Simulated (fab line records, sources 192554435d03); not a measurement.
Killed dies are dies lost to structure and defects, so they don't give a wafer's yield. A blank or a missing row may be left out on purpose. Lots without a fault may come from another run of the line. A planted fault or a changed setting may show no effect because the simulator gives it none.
Which tool did it? | flow n5_finfet | 24 lots, 72 wafers sampled, at 6 steps of a route of 1938

WHAT THE GAUGES READ, wafer by wafer
N5_BEOL_M10_CD_MEAS_18: pitch 140 nm, target cd 70 nm.
lot  | measured     | on        | cd_nm (nm)
L076 | day 10 03:09 | cd_sem-01 | 69.5 69.7 69.2
L074 | day 10 08:55 | cd_sem-02 | 68.5 68.6 68.6
L077 | day 10 19:10 | cd_sem-03 | 70.0 70.3 69.8
L075 | day 10 20:02 | cd_sem-02 | 68.4 69.9 69.5
L078 | day 11 00:25 | cd_sem-01 | 69.2 69.4 69.5
L079 | day 11 08:49 | cd_sem-01 | 69.8 70.1 70.2
L081 | day 11 23:26 | cd_sem-02 | 69.6 70.3 69.6
L082 | day 11 22:40 | cd_sem-01 | 70.0 69.6 69.3
L083 | day 12 02:25 | cd_sem-02 | 68.9 69.3 69.4
L080 | day 12 05:11 | cd_sem-02 | 69.4 69.3 69.0
L084 | day 12 12:11 | cd_sem-02 | 69.7 70.5 70.7
L085 | day 12 21:25 | cd_sem-01 | 70.3 70.4 70.2
L086 | day 13 13:10 | cd_sem-01 | 70.2 69.3 69.7
L087 | day 13 17:14 | cd_sem-03 | 69.7 70.3 69.0
L088 | day 13 20:47 | cd_sem-02 | 70.4 70.4 70.6
L090 | day 14 00:15 | cd_sem-03 | 70.5 69.8 70.0
L091 | day 14 07:23 | cd_sem-02 | 69.8 70.5 69.6
L089 | day 14 11:38 | cd_sem-01 | 69.8 69.1 69.6
L092 | day 14 16:45 | cd_sem-02 | 70.4 70.0 69.0
L094 | day 14 19:38 | cd_sem-03 | 69.3 69.7 68.6
L093 | day 14 22:45 | cd_sem-01 | 69.8 68.9 68.6
L095 | day 15 09:32 | cd_sem-02 | 68.5 68.4 69.4
L096 | day 15 23:37 | cd_sem-02 | 69.4 69.3 70.1
L097 | day 16 05:01 | cd_sem-03 | 69.0 68.6 68.1

WHICH TOOL RAN EACH LOT (tool, then ch and the chambers of the sampled wafers, then the start)
lot  | N5_BEOL_M9_STRIP_67                | N5_BEOL_M9_STRIP_36                | N5_BEOL_M9_DEGAS_44          | N5_BEOL_M9_ALD_74                   | N5_BEOL_M10_ILD_DEP_00
L076 | rie_diel-01 ch 0,2,3, day 9 18:35  | rie_diel-01 ch 1,2,3, day 9 19:29  | pvd_sputter-02, day 9 20:14  | ald_metal-02 ch 0,2,3, day 9 20:20  | pecvd-04 ch 1,2, day 10 00:58
L074 | rie_diel-01 ch 0,1,2, day 9 20:29  | rie_diel-01 ch 1,2,3, day 9 21:45  | pvd_sputter-03, day 9 22:28  | ald_metal-03 ch 0,1,3, day 9 22:35  | pecvd-01 ch 0,2, day 10 03:57
L077 | rie_diel-03 ch 0,2, day 10 10:49   | rie_diel-06 ch 1,3, day 10 12:15   | pvd_sputter-01, day 10 13:04 | ald_metal-03 ch 1,2, day 10 13:16   | pecvd-01 ch 0,1,2, day 10 15:07
L075 | rie_diel-01 ch 1,3, day 10 11:14   | rie_diel-03 ch 0,1, day 10 12:48   | pvd_sputter-03, day 10 13:34 | ald_metal-04 ch 1,2,3, day 10 13:40 | pecvd-04 ch 0,1, day 10 15:40
L078 | rie_diel-06 ch 0,3, day 10 16:07   | rie_diel-03 ch 0,1,3, day 10 18:20 | pvd_sputter-01, day 10 19:11 | ald_metal-04 ch 1,2,3, day 10 19:18 | pecvd-02 ch 0,1,2, day 10 21:25
L079 | rie_diel-01 ch 0,2, day 11 00:53   | rie_diel-01 ch 1,3, day 11 03:17   | pvd_sputter-03, day 11 04:02 | ald_metal-02 ch 0,1,3, day 11 04:08 | pecvd-01 ch 0,1,2, day 11 06:22
L081 | rie_diel-01 ch 0,2,3, day 11 11:32 | rie_diel-06 ch 0,1,3, day 11 15:20 | pvd_sputter-02, day 11 17:49 | ald_metal-03 ch 0,3, day 11 17:55   | pecvd-01 ch 1,2, day 11 20:31
L082 | rie_diel-03 ch 0,2,3, day 11 11:34 | rie_diel-06 ch 1,2, day 11 14:48   | pvd_sputter-02, day 11 15:34 | ald_metal-03 ch 0,1,3, day 11 15:40 | pecvd-04 ch 0,1,2, day 11 18:59
L083 | rie_diel-01 ch 1,2,3, day 11 19:35 | rie_diel-01 ch 0,1, day 11 20:50   | pvd_sputter-01, day 11 21:53 | ald_metal-02 ch 1,2,3, day 11 22:01 | pecvd-01 ch 0,1, day 11 23:41
L080 | rie_diel-06 ch 1,2,3, day 11 22:05 | rie_diel-01 ch 1,2,3, day 11 23:30 | pvd_sputter-02, day 12 00:22 | ald_metal-03 ch 0,1,2, day 12 00:31 | pecvd-02 ch 0,1, day 12 02:52
L084 | rie_diel-01 ch 2,3, day 12 02:38   | rie_diel-06 ch 0,1,3, day 12 03:59 | pvd_sputter-01, day 12 05:04 | ald_metal-02 ch 1,2, day 12 05:15   | pecvd-01 ch 0,1, day 12 08:25
L085 | rie_diel-01 ch 1,2,3, day 12 13:52 | rie_diel-01 ch 0,1,3, day 12 14:52 | pvd_sputter-03, day 12 17:32 | ald_metal-03 ch 0,2,3, day 12 17:38 | pecvd-01 ch 0,2, day 12 19:11
L086 | rie_diel-01 ch 0,2,3, day 13 02:45 | rie_diel-06 ch 0,2,3, day 13 07:27 | pvd_sputter-01, day 13 08:47 | ald_metal-04 ch 1,2,3, day 13 09:02 | pecvd-01 ch 0,1,2, day 13 11:05
L087 | rie_diel-03 ch 1,2,3, day 13 09:23 | rie_diel-03 ch 1,2,3, day 13 10:17 | pvd_sputter-02, day 13 11:27 | ald_metal-02 ch 0,1, day 13 11:38   | pecvd-01 ch 0,1, day 13 14:43
L088 | rie_diel-06 ch 0,1,2, day 13 13:22 | rie_diel-01 ch 0,1,3, day 13 15:50 | pvd_sputter-02, day 13 16:34 | ald_metal-02 ch 0,3, day 13 16:40   | pecvd-01 ch 1,2, day 13 18:33
L090 | rie_diel-03 ch 0,1,3, day 13 16:55 | rie_diel-03 ch 0,2,3, day 13 18:16 | pvd_sputter-02, day 13 19:34 | ald_metal-04 ch 0,1,2, day 13 19:40 | pecvd-04 ch 0,1, day 13 21:20
L091 | rie_diel-03 ch 0,2,3, day 13 23:12 | rie_diel-06 ch 0,1, day 14 01:07   | pvd_sputter-02, day 14 02:07 | ald_metal-02 ch 0,1, day 14 02:20   | pecvd-04 ch 0,1, day 14 04:26
L089 | rie_diel-03 ch 0,2,3, day 14 03:32 | rie_diel-03 ch 2,3, day 14 04:43   | pvd_sputter-03, day 14 06:10 | ald_metal-03 ch 0,1,3, day 14 06:16 | pecvd-04 ch 1,2, day 14 08:05
L092 | rie_diel-03 ch 0,2,3, day 14 08:51 | rie_diel-03 ch 1,2,3, day 14 09:44 | pvd_sputter-03, day 14 10:32 | ald_metal-02 ch 0,1,3, day 14 10:38 | pecvd-04 ch 0,1, day 14 12:51
L094 | rie_diel-06 ch 0,1,3, day 14 11:14 | rie_diel-06 ch 0,1,3, day 14 13:28 | pvd_sputter-03, day 14 14:52 | ald_metal-04 ch 0,1,3, day 14 14:58 | pecvd-01 ch 0,1, day 14 16:39
L093 | rie_diel-06 ch 0,2,3, day 14 14:30 | rie_diel-03 ch 0,1,2, day 14 15:37 | pvd_sputter-01, day 14 16:22 | ald_metal-03 ch 0,1,3, day 14 16:28 | pecvd-01 ch 0,1, day 14 19:22
L095 | rie_diel-03 ch 0,2,3, day 14 22:49 | rie_diel-01 ch 1,2,3, day 15 03:18 | pvd_sputter-01, day 15 04:19 | ald_metal-03 ch 1,2,3, day 15 04:25 | pecvd-02 ch 1,2, day 15 06:14
L096 | rie_diel-01 ch 0,1,3, day 15 14:54 | rie_diel-06 ch 0,3, day 15 16:13   | pvd_sputter-03, day 15 17:15 | ald_metal-02 ch 1,2, day 15 17:21   | pecvd-01 ch 0,1, day 15 21:09
L097 | rie_diel-03 ch 1,2, day 15 21:02   | rie_diel-03 ch 0,1, day 15 21:58   | pvd_sputter-02, day 15 22:57 | ald_metal-02 ch 0,1,2, day 15 23:04 | pecvd-02 ch 1,2, day 16 02:09
- N5_BEOL_M9_STRIP_67: strips in CF4.
- N5_BEOL_M9_STRIP_36: strips in N2/H2.
- N5_BEOL_M9_DEGAS_44: time 60 s.
- N5_BEOL_M9_ALD_74: deposits TaN, target thk 2 nm, pulse time 2 s, purge time 3 s.
- N5_BEOL_M10_ILD_DEP_00: deposits SiCOH lowk from DEMS/porogen, target thk 308.51 nm, time 58 s.

WHAT THE TOOLS THEMSELVES READ (means of the sampled wafers that have a number; where no wafer has one, the mark that the record gives instead)
N5_BEOL_M9_STRIP_67.
lot  | tool        | drypump_motor_current_A (A) | oes_product_au (a.u.) | rf_vpp_V (V) | showerhead_plenum_p_Torr (Torr) | throttle_valve_pct (%)
L076 | rie_diel-01 | 6.3                         | 0.84                  | 270.5        | 1.765                           | 13.46
L074 | rie_diel-01 | 6.0                         | 0.89                  | 270.7        | 1.747                           | 13.38
L077 | rie_diel-03 | 5.9                         | 0.83                  | 271.8        | 1.798                           | 13.65
L075 | rie_diel-01 | 6.4                         | 0.77                  | 270.9        | 1.767                           | 13.50
L078 | rie_diel-06 | 5.4                         | 0.78                  | 269.1        | 1.721                           | 13.59
L079 | rie_diel-01 | 6.1                         | 0.88                  | 269.5        | 1.755                           | 13.45
L081 | rie_diel-01 | 6.3                         | 0.82                  | 269.4        | 1.761                           | 13.50
L082 | rie_diel-03 | 5.5                         | 0.76                  | 269.7        | 1.765                           | 13.80
L083 | rie_diel-01 | 6.2                         | 0.81                  | 270.6        | 1.749                           | 13.46
L080 | rie_diel-06 | 5.4                         | 0.72                  | 270.1        | 1.740                           | 13.79
L084 | rie_diel-01 | 6.5                         | 0.77                  | 271.2        | 1.766                           | 13.54
L085 | rie_diel-01 | 6.2                         | 0.80                  | 270.7        | 1.748                           | 13.47
L086 | rie_diel-01 | 6.2                         | 0.81                  | 270.0        | 1.757                           | 13.54
L087 | rie_diel-03 | 5.4                         | 0.78                  | 270.6        | 1.749                           | 13.87
L088 | rie_diel-06 | 5.8                         | 0.75                  | 270.9        | 1.745                           | 13.65
L090 | rie_diel-03 | 5.6                         | 0.82                  | 270.7        | 1.757                           | 13.68
L091 | rie_diel-03 | 5.5                         | 0.75                  | 269.8        | 1.761                           | 13.83
L089 | rie_diel-03 | 5.5                         | 0.75                  | 270.7        | 1.761                           | 13.84
L092 | rie_diel-03 | 5.5                         | 0.75                  | 270.7        | 1.760                           | 13.84
L094 | rie_diel-06 | 5.5                         | 0.74                  | 270.0        | 1.717                           | 13.61
L093 | rie_diel-06 | 5.7                         | 0.75                  | 270.5        | 1.741                           | 13.71
L095 | rie_diel-03 | 5.5                         | 0.74                  | 269.6        | 1.759                           | 13.85
L096 | rie_diel-01 | 6.2                         | 0.77                  | 269.1        | 1.748                           | 13.55
L097 | rie_diel-03 | 5.6                         | 0.76                  | 271.6        | 1.765                           | 13.98

N5_BEOL_M9_STRIP_36.
lot  | tool        | drypump_motor_current_A (A) | oes_product_au (a.u.) | rf_vpp_V (V) | showerhead_plenum_p_Torr (Torr) | throttle_valve_pct (%)
L076 | rie_diel-01 | 6.2                         | 0.83                  | 57.3         | 2.50                            | 23.70
L074 | rie_diel-01 | 6.2                         | 0.83                  | 58.1         | 2.50                            | 23.72
L077 | rie_diel-06 | 5.1                         | 0.72                  | 58.3         | 2.42                            | 23.75
L075 | rie_diel-03 | 5.9                         | 0.82                  | 59.1         | 2.56                            | 23.94
L078 | rie_diel-03 | 5.6                         | 0.75                  | 58.9         | 2.50                            | 23.88
L079 | rie_diel-01 | 6.4                         | 0.77                  | 58.2         | 2.50                            | 23.60
L081 | rie_diel-06 | 5.5                         | 0.76                  | 60.4         | 2.43                            | 23.66
L082 | rie_diel-06 | 5.5                         | 0.71                  | 59.7         | 2.44                            | 23.80
L083 | rie_diel-01 | 6.0                         | 0.86                  | 59.1         | 2.46                            | 23.32
L080 | rie_diel-01 | 6.2                         | 0.80                  | 58.3         | 2.49                            | 23.72
L084 | rie_diel-06 | 5.5                         | 0.75                  | 58.0         | 2.43                            | 23.67
L085 | rie_diel-01 | 6.2                         | 0.81                  | 60.1         | 2.48                            | 23.47
L086 | rie_diel-06 | 5.7                         | 0.76                  | 59.4         | 2.46                            | 23.61
L087 | rie_diel-03 | 5.4                         | 0.78                  | 58.9         | 2.47                            | 23.86
L088 | rie_diel-01 | 6.3                         | 0.80                  | 58.7         | 2.48                            | 23.50
L090 | rie_diel-03 | 5.5                         | 0.75                  | 58.3         | 2.49                            | 23.85
L091 | rie_diel-06 | 5.9                         | 0.78                  | 57.9         | 2.44                            | 23.57
L089 | rie_diel-03 | 5.2                         | 0.69                  | 57.8         | 2.43                            | 23.78
L092 | rie_diel-03 | 5.4                         | 0.76                  | 59.6         | 2.46                            | 23.87
L094 | rie_diel-06 | 5.5                         | 0.75                  | 58.8         | 2.42                            | 23.67
L093 | rie_diel-03 | 5.8                         | 0.82                  | 59.6         | 2.52                            | 23.94
L095 | rie_diel-01 | 6.2                         | 0.78                  | 59.4         | 2.48                            | 23.74
L096 | rie_diel-06 | 5.8                         | 0.77                  | 59.6         | 2.43                            | 23.54
L097 | rie_diel-03 | 5.8                         | 0.86                  | 58.8         | 2.52                            | 23.94

N5_BEOL_M9_DEGAS_44.
lot  | tool           | heater_power_w (W) | susceptor_temp_C (C)
L076 | pvd_sputter-02 | 329                | 250.04
L074 | pvd_sputter-03 | 345                | 249.94
L077 | pvd_sputter-01 | 322                | 250.07
L075 | pvd_sputter-03 | 343                | 250.13
L078 | pvd_sputter-01 | 336                | 249.97
L079 | pvd_sputter-03 | 375                | 250.03
L081 | pvd_sputter-02 | 339                | 250.01
L082 | pvd_sputter-02 | 315                | 250.02
L083 | pvd_sputter-01 | 324                | 249.81
L080 | pvd_sputter-02 | 319                | 249.94
L084 | pvd_sputter-01 | 335                | 249.92
L085 | pvd_sputter-03 | 360                | 249.98
L086 | pvd_sputter-01 | 334                | 250.05
L087 | pvd_sputter-02 | 334                | 250.12
L088 | pvd_sputter-02 | 308                | 250.34
L090 | pvd_sputter-02 | 323                | 249.97
L091 | pvd_sputter-02 | 334                | 249.99
L089 | pvd_sputter-03 | 376                | 249.74
L092 | pvd_sputter-03 | 320                | 250.28
L094 | pvd_sputter-03 | 342                | 250.18
L093 | pvd_sputter-01 | 337                | 249.99
L095 | pvd_sputter-01 | 342                | 250.06
L096 | pvd_sputter-03 | 362                | 249.90
L097 | pvd_sputter-02 | 312                | 249.67

N5_BEOL_M9_ALD_74.
lot  | tool         | heater_power_w (W) | susceptor_temp_C (C)
L076 | ald_metal-02 | 392                | 275.04
L074 | ald_metal-03 | 417                | 275.26
L077 | ald_metal-03 | 391                | 274.98
L075 | ald_metal-04 | 434                | 275.03
L078 | ald_metal-04 | 425                | 274.96
L079 | ald_metal-02 | 402                | 275.16
L081 | ald_metal-03 | 452                | 274.93
L082 | ald_metal-03 | 417                | 275.28
L083 | ald_metal-02 | 409                | 275.11
L080 | ald_metal-03 | 409                | 275.05
L084 | ald_metal-02 | 397                | 274.94
L085 | ald_metal-03 | 445                | 275.05
L086 | ald_metal-04 | 434                | 275.09
L087 | ald_metal-02 | 406                | 274.80
L088 | ald_metal-02 | 396                | 274.69
L090 | ald_metal-04 | 422                | 275.00
L091 | ald_metal-02 | 387                | 275.04
L089 | ald_metal-03 | 414                | 275.01
L092 | ald_metal-02 | 408                | 274.94
L094 | ald_metal-04 | 404                | 275.04
L093 | ald_metal-03 | 416                | 275.15
L095 | ald_metal-03 | 434                | 274.90
L096 | ald_metal-02 | 417                | 274.90
L097 | ald_metal-02 | 398                | 275.06

N5_BEOL_M10_ILD_DEP_00.
lot  | tool     | heater_power_w (W) | rf_fwd_power_W (W) | showerhead_plenum_p_Torr (Torr) | susceptor_temp_C (C) | throttle_valve_pct (%)
L076 | pecvd-04 | 294                | 496.1              | 5.730                           | 299.94               | 13.7
L074 | pecvd-01 | 261                | 495.7              | 5.739                           | 299.88               | 13.4
L077 | pecvd-01 | 294                | 495.8              | 5.734                           | 300.14               | 13.8
L075 | pecvd-04 | 292                | 495.8              | 5.751                           | 300.08               | 13.6
L078 | pecvd-02 | 389                | 494.7              | 5.747                           | 300.09               | 13.9
L079 | pecvd-01 | 274                | 493.5              | 5.727                           | 300.14               | 13.9
L081 | pecvd-01 | 336                | 497.3              | 5.737                           | 299.91               | 14.2
L082 | pecvd-04 | 303                | 496.2              | 5.747                           | 299.97               | 13.6
L083 | pecvd-01 | 301                | 495.0              | 5.739                           | 300.17               | 14.2
L080 | pecvd-02 | 400                | 493.2              | 5.742                           | 300.07               | 13.9
L084 | pecvd-01 | 309                | 495.4              | 5.740                           | 299.74               | 14.2
L085 | pecvd-01 | 268                | 494.2              | 5.743                           | 300.03               | 13.6
L086 | pecvd-01 | 283                | 493.6              | 5.745                           | 300.02               | 13.9
L087 | pecvd-01 | 250                | 495.0              | 5.747                           | 299.94               | 13.9
L088 | pecvd-01 | 313                | 495.7              | 5.736                           | 299.92               | 14.2
L090 | pecvd-04 | 266                | 497.4              | 5.751                           | 299.97               | 13.5
L091 | pecvd-04 | 286                | 496.3              | 5.737                           | 300.12               | 13.5
L089 | pecvd-04 | 334                | 495.6              | 5.732                           | 300.01               | 13.9
L092 | pecvd-04 | 269                | 495.3              | 5.745                           | 300.06               | 13.8
L094 | pecvd-01 | 311                | 495.4              | 5.747                           | 300.03               | 14.3
L093 | pecvd-01 | 257                | 495.0              | 5.749                           | 300.17               | 13.9
L095 | pecvd-02 | 356                | 496.7              | 5.754                           | 299.99               | 14.1
L096 | pecvd-01 | 303                | 494.9              | 5.742                           | 300.05               | 14.3
L097 | pecvd-02 | 431                | 495.6              | 5.746                           | 300.23               | 13.7

THE ANSWER, worked out from the rows above alone
Rule: what is usual is taken from the lots themselves. Put in order of their means at a reading, lots are off if they are a third of the lots or fewer, leave a main group of 4 or more, and stand apart from it by a gap of 3 or more times the standard deviation of the main group's means; of several such gaps the widest counts. A main group whose means are all the same, to the digits that the tables above print for the reading, isn't used. A lot without any number at a reading at which 4 lots or more have one is off too. The other lots that the step has rows for count as sound. The gauges are gone through in route order, then the tools' own readings, and for those a lot's mean is taken as printed above. The first step at which some lot is off is used, and at that step the reading that is off furthest; a lot without a number counts as furthest.
No lot is off at any reading shown: from this, nothing can be told.

WHAT THE SIMULATOR HAD PUT IN
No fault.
